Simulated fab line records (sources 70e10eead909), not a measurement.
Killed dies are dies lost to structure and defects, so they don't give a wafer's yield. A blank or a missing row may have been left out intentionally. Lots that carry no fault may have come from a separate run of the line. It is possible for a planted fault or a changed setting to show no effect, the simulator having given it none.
The tool behind it: which one? + flow nand_harc + 14 lots, 40 wafers sampled, at 4 steps of a route of 1302

## WHAT THE GAUGES SHOWED, per wafer
NHARC_A_ONON_D2_THK_MEAS_08: measures by ellipsometry. Usual: thk_nm 1000 nm, standard deviation 8.9.
| lot  | measured     | on            | thk_nm (nm)    | flag |
|------|--------------|---------------|----------------|------|
| L969 | day 12 16:58 | film_metro-02 | 1013 1012 1014 |      |
| L970 | day 12 22:30 | film_metro-01 | 986 989 988    |      |
| L971 | day 12 22:30 | film_metro-02 | 1006 1007 1005 |      |
| L973 | day 13 21:31 | film_metro-02 | 1002 1002 1001 |      |
| L974 | day 14 14:26 | film_metro-02 | 988 987 986    |      |
| L975 | day 15 08:07 | film_metro-02 | 1013 1013 1014 |      |
| L976 | day 15 08:06 | film_metro-02 | 1007 1008 1006 |      |
| L979 | day 17 06:51 | film_metro-02 | 990 989 992    |      |
| L980 | day 17 07:23 | film_metro-02 | 1008 1008 1011 |      |
| L985 | day 19 01:21 | film_metro-02 | 1347 1348      | OFF  |
| L987 | day 19 16:53 | film_metro-02 | 994 1326       | OFF  |
| L989 | day 20 13:11 | film_metro-02 | 993 993 994    |      |
| L990 | day 22 02:44 | film_metro-01 | 1006 1006 1008 |      |
| L992 | day 22 14:35 | film_metro-01 | 996 997 994    |      |

NHARC_END_SORT_01. Usual: killed_at_array 54, standard deviation 21; killed_at_other 0.9, standard deviation 1.1; killed_at_periphery 3.5, standard deviation 2.5; killed_dies 58, standard deviation 21; killed_open 3.3, standard deviation 1.9; killed_short 2.6, standard deviation 1.8.
| lot  | measured     | on        | killed_at_array | killed_at_other | killed_at_periphery | killed_dies | killed_open | killed_short | flag |
|------|--------------|-----------|-----------------|-----------------|---------------------|-------------|-------------|--------------|------|
| L969 | day 25 01:17 | prober-02 | 14 21 25        | 2 1 1           | 3 10 8              | 19 32 34    | 3 1 2       | 0 2 2        |      |
| L970 | day 24 16:21 | prober-02 | 56 53 52        | 0 0 0           | 2 4 4               | 58 57 56    | 2 6 5       | 3 2 0        |      |
| L971 | day 25 01:41 | prober-01 | 61 41 43        | 0 0 1           | 0 2 4               | 61 43 48    | 3 2 3       | 1 3 3        |      |
| L973 | day 26 22:45 | prober-02 | 85 85 87        | 2 4 2           | 2 1 0               | 89 90 89    | 1 1 3       | 1 4 4        |      |
| L974 | day 27 00:20 | prober-01 | 36 44 44        | 2 0 1           | 2 2 0               | 40 46 45    | 2 3 1       | 2 0 1        |      |
| L985 | day 31 01:50 | prober-01 | 673 673         | 2 2             | 2 2                 | 677 677     | 5 6         | 4 0          | OFF  |
| L987 | day 31 12:10 | prober-02 | 55 673          | 0 2             | 2 2                 | 57 677      | 4 6         | 0 2          | OFF  |
| L990 | day 33 19:38 | prober-01 | 65 74 41        | 1 0 1           | 1 2 5               | 67 76 47    | 1 5 2       | 3 3 4        |      |

## TOOL THAT RAN EACH LOT (tool first, then ch and the chambers of the sampled wafers, then the start)
| lot  | NHARC_A_DECK1_JOINT_CMP_02    | NHARC_A_ONON_D2_DEP_06           |
|------|-------------------------------|----------------------------------|
| L969 | cmp-02 ch 0,1,3, day 12 14:38 | pecvd_onon-02 ch 0, day 12 16:28 |
| L970 | cmp-02 ch 0,2,3, day 12 20:07 | pecvd_onon-03 ch 0, day 12 21:59 |
| L971 | cmp-03 ch 1,3, day 12 20:07   | pecvd_onon-01 ch 0, day 12 22:07 |
| L973 | cmp-01 ch 0,1,2, day 13 19:09 | pecvd_onon-03 ch 0, day 13 21:00 |
| L974 | cmp-03 ch 0,2,3, day 14 12:01 | pecvd_onon-03 ch 0, day 14 14:02 |
| L975 | cmp-03 ch 1,3, day 15 05:42   | pecvd_onon-03 ch 0, day 15 07:43 |
| L976 | cmp-02 ch 0,2, day 15 05:43   | pecvd_onon-02 ch 0, day 15 07:35 |
| L979 | cmp-03 ch 0,3, day 17 04:05   | pecvd_onon-01 ch 0, day 17 06:21 |
| L980 | cmp-02 ch 0,2,3, day 17 04:57 | pecvd_onon-03 ch 0, day 17 06:59 |
| L985 | cmp-03 ch 1,3, day 18 22:53   | pecvd_onon-01 ch 0, day 19 00:53 |
| L987 | cmp-02 ch 1,2, day 19 14:29   | pecvd_onon-01 ch 0, day 19 16:21 |
| L989 | cmp-01 ch 0,1,2, day 20 10:47 | pecvd_onon-03 ch 0, day 20 12:48 |
| L990 | cmp-03 ch 1,2, day 22 00:19   | pecvd_onon-03 ch 0, day 22 02:20 |
| L992 | cmp-02 ch 0,2,3, day 22 12:08 | pecvd_onon-03 ch 0, day 22 14:12 |
- NHARC_A_DECK1_JOINT_CMP_02: polishes SiOx.
- NHARC_A_ONON_D2_DEP_06: target thk 1000 nm.

## AS READ BY THE TOOLS THEMSELVES (means over the sampled wafers that have a number; for cases with no such wafer, the mark the record gives instead)
NHARC_A_DECK1_JOINT_CMP_02. Usual: motor_current_A 12.3 A, standard deviation 1.
| lot  | tool   | motor_current_A (A) | flag |
|------|--------|---------------------|------|
| L969 | cmp-02 | 12.6                |      |
| L970 | cmp-02 | 12.8                |      |
| L971 | cmp-03 | 11.9                |      |
| L973 | cmp-01 | 12.4                |      |
| L974 | cmp-03 | 11.8                |      |
| L975 | cmp-03 | 11.9                |      |
| L976 | cmp-02 | 14.1                |      |
| L979 | cmp-03 | 11.6                |      |
| L980 | cmp-02 | 13.0                |      |
| L985 | cmp-03 | 11.8                |      |
| L987 | cmp-02 | 13.3                |      |
| L989 | cmp-01 | 11.8                |      |
| L990 | cmp-03 | 11.3                |      |
| L992 | cmp-02 | 13.2                |      |

NHARC_A_ONON_D2_DEP_06. Usual: n2o_flow_sccm 2001 sccm, standard deviation 6; sih4_flow_sccm 210.1 sccm, standard deviation 0.65; susceptor_temp_C 399.99 C, standard deviation 0.21.
| lot  | tool          | n2o_flow_sccm (sccm) | sih4_flow_sccm (sccm) | susceptor_temp_C (C) | flag |
|------|---------------|----------------------|-----------------------|----------------------|------|
| L969 | pecvd_onon-02 | 1998                 | 210.3                 | 399.74               |      |
| L970 | pecvd_onon-03 | 2002                 | 209.9                 | 400.30               |      |
| L971 | pecvd_onon-01 | 1996                 | 210.2                 | 399.97               |      |
| L973 | pecvd_onon-03 | 1999                 | 209.9                 | 400.26               |      |
| L974 | pecvd_onon-03 | 2007                 | 210.4                 | 399.76               |      |
| L975 | pecvd_onon-03 | 2000                 | 210.0                 | 400.01               |      |
| L976 | pecvd_onon-02 | 1989                 | 210.3                 | 399.77               |      |
| L979 | pecvd_onon-01 | 2000                 | 209.6                 | 399.81               |      |
| L980 | pecvd_onon-03 | 2012                 | 210.3                 | 399.83               |      |
| L985 | pecvd_onon-01 | 2004                 | 210.2                 | 400.29               |      |
| L987 | pecvd_onon-01 | 1996                 | 210.4                 | 399.77               |      |
| L989 | pecvd_onon-03 | 2006                 | 210.2                 | 399.88               |      |
| L990 | pecvd_onon-03 | 1997                 | 210.8                 | 400.13               |      |
| L992 | pecvd_onon-03 | 2003                 | 209.9                 | 400.06               |      |

## THE ANSWER, worked out from the rows above alone
Rule: a lot counts as off when the mean over its wafers that have a number is more than 3 standard deviations away from the usual mean. Also off: a lot with no number at a reading for which 4 or more lots have one. All remaining lots with rows at the step are treated as sound. The gauges are gone through in route order, then the tools' own readings, and for those a lot's mean is taken as printed above. At the first step where some lot is off, the reading lying furthest off is the one used; lots without a number count as furthest.
Off at NHARC_A_ONON_D2_THK_MEAS_08 (thk_nm): L985, L987.
If a tool, at a process step before that reading, ran all the lots that are off and no sound lot after the first of them, it fits. Not tried: the gauges at NHARC_A_ONON_D2_THK_MEAS_08; whatever is off there is also off at NHARC_END_SORT_01, on other tools, and gauge error can't account for it. One fits: pecvd_onon-01 at NHARC_A_ONON_D2_DEP_06. A fault onset in the window from L979 (day 17 06:21, its last sound lot) to L985 (day 19 00:53, its first lot off) fits.

## WHAT THE SIMULATOR HAD PUT IN
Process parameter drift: pecvd_onon-01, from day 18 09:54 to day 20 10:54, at NHARC_A_ONON_D2_DEP_06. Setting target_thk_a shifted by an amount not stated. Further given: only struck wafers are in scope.
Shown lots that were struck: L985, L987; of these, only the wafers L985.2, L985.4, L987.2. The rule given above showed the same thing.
